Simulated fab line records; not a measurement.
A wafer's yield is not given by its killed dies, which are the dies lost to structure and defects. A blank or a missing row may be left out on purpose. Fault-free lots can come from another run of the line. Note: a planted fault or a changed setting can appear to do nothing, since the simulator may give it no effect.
A lot that was struck, set against a sound lot | flow n5Finfet | 32 out of 1938 route steps
Sound: these wafers, L491.1, L491.4, L491.5. Struck: wafer L501.1 (left out: L501.2, L501.3 of the same lot, which were not struck); the cause appears at the end.
Per side, at each step with rows, come the tool, then ch with its chambers, and then its first start. Under that, the readings that differ: sound wafers | struck wafers | difference of the means | sigmas: that difference in standard deviations of wafers without a fault.
alike: a reading whose means differ by less than 2 such deviations, as well as words and numbers matching on both sides. not compared: withheld readings; readings where some wafer has no value; bounds like >300 that might hide an equal value; numbers whose values overlap and for which the record gives no deviation.
A row with sigmas, a row that says differs or no value, or rows on one side alone: a step with any of these is where the two part. Non-overlapping numbers with no deviation appear without sigmas and do not part them. A reading missing from all wafers of one side parts the sides only when that side holds two or more wafers.

first, 11 steps without rows for these wafers: N5_BEOL_M4_SPUTTER_90 (material Cu, target thk 4.5 nm, time 8.29 s); N5_BEOL_M4_ANNEAL_91 (time 240 s); N5_BEOL_M4_SPUTTER_92 (material Cu, target thk 4.5 nm, time 8.29 s); N5_BEOL_M4_ANNEAL_93 (time 240 s); N5_BEOL_M4_SPUTTER_94 (material Cu, target thk 4.5 nm, time 8.29 s); N5_BEOL_M4_ANNEAL_95 (time 240 s); N5_BEOL_M4_SPUTTER_96 (material Cu, target thk 4.5 nm, time 8.29 s); N5_BEOL_M4_ECD_50 (material Cu, target thk 300 nm); N5_BEOL_M4_ANNEAL_51 (time 90 s); N5_BEOL_M4_CMP_52 (polishes, stops on SiOC, t overpolish 6.8 s, target thk 40 nm); N5_BEOL_M4_PRE_CLEAN_60 (time 15 s).
N5_BEOL_M4_CO_CAP_55: material Co, precursor CCTBA/H2, target thk 2 nm, time 102.1 s.
  sound on cvdCo-01 ch 1,2, day 9 22:29; struck on cvdCo-01 ch 1, day 11 19:38
  alike: heaterPowerW
then, 2 steps without rows for these wafers: N5_BEOL_M4_PRE_CLEAN_56 (time 15 s); N5_BEOL_M4_DEP_57 (deposits SiCN from 3MS/NH3, target thk 8 nm, time 14 s).
N5_BEOL_M4_INSPECT_59: inspects for defects (darkfield).
  sound: defectInspect-02 at day 9 22:42; struck: defectInspect-02 at day 11 19:50
reading        | sound    | struck | difference | sigmas
rawDefectCount | 79 63 58 | 426    | +359       | +18
N5_BEOL_M4_RC_MEAS_101:
  sound on prober-02 ch 0, day 9 22:43; struck on prober-01 ch 0, day 11 19:52
  alike: DIBL_N, DIBL_P, IOFF_N, IOFF_P, ION_N, ION_P, SS_N, SS_P, VT_N, VT_P
then, 13 steps without rows for these wafers: N5_BEOL_M5_ILD_DEP_00 (deposits SiCOH lowk from DEMS/porogen, target thk 140.64 nm, time 25.9 s); N5_BEOL_M5_CURE_79 (cures SiCOH lowk, time 240 s); N5_BEOL_M5_PECVD_70 (deposits SiO2 from TEOS/O2, target thk 16 nm, time 18 s); N5_BEOL_M5_HM_DEP_02 (deposits TiN, target thk 20 nm); N5_BEOL_M5_COAT_59 (time 60 s, resist thk 60 nm); N5_BEOL_M5_COAT_60 (time 60 s, resist thk 12 nm); N5_BEOL_M5_COAT_71 (time 60 s, resist thk 5 nm); N5_BEOL_M5_COAT_05 (resist thk 30 nm); N5_BEOL_M5_EBR_07; N5_BEOL_M5_SOFTBAKE_06 (time 60 s); N5_BEOL_M5_EXPOSE_08 (exposes mask M5, target cd 28 nm); N5_BEOL_M5_PEB_09 (peb time 60 s); N5_BEOL_M5_DEVELOP_10 (develop time 30 s).
N5_BEOL_M5_INSPECT_13: inspects for defects (brightfield).
  sound: defectInspect-02 at day 10 00:53; struck: defectInspect-02 at day 11 23:13
reading        | sound       | struck | difference | sigmas
rawDefectCount | 309 307 311 | 730    | +421       | +6
then, 1 step without rows for these wafers: N5_BEOL_M5_DESCUM_16 (chemistry O2, time 7 s).
-- record jumps: 5 days separate the struck wafers' starts on either side; left off in module BEOL_M5, taken up again in module PASSIVATION, whose first shown step is the route's number 1936 --
N5_PASSIVATION_PROBE_49:
  sound: prober-01 at day 14 16:28; struck: prober-02 at day 16 20:54
reading                 | sound          | struck | difference | sigmas
defectLimitedYield (%)  | 92.4 90.4 92.0 | 81.9   | -9.7       | -7
killed_at_M4_up         | 15 9 9         | 128    | +117       | +22
killedDies              | 90 113 94      | 214    | +115       | +8
sort_bin_5_function (%) | 4.4 5.8 4.7    | 12.5   | +7.5       | +9
sortNPass               | 1090 1067 1086 | 966    | -115       | -8
sortYieldPct (%)        | 92.4 90.4 92.0 | 81.9   | -9.7       | -7
  alike: killed_at_M0_to_M3, killedAtContacts, killedAtFrontEnd, killedAtOther, killedOnRim, killedOpen, killedShort, sort_bin_6_memory

WHERE THEY PART
Earliest at N5_BEOL_M4_INSPECT_59; latest, in this record, at N5_PASSIVATION_PROBE_49.

WHY: what had been put in by the simulator
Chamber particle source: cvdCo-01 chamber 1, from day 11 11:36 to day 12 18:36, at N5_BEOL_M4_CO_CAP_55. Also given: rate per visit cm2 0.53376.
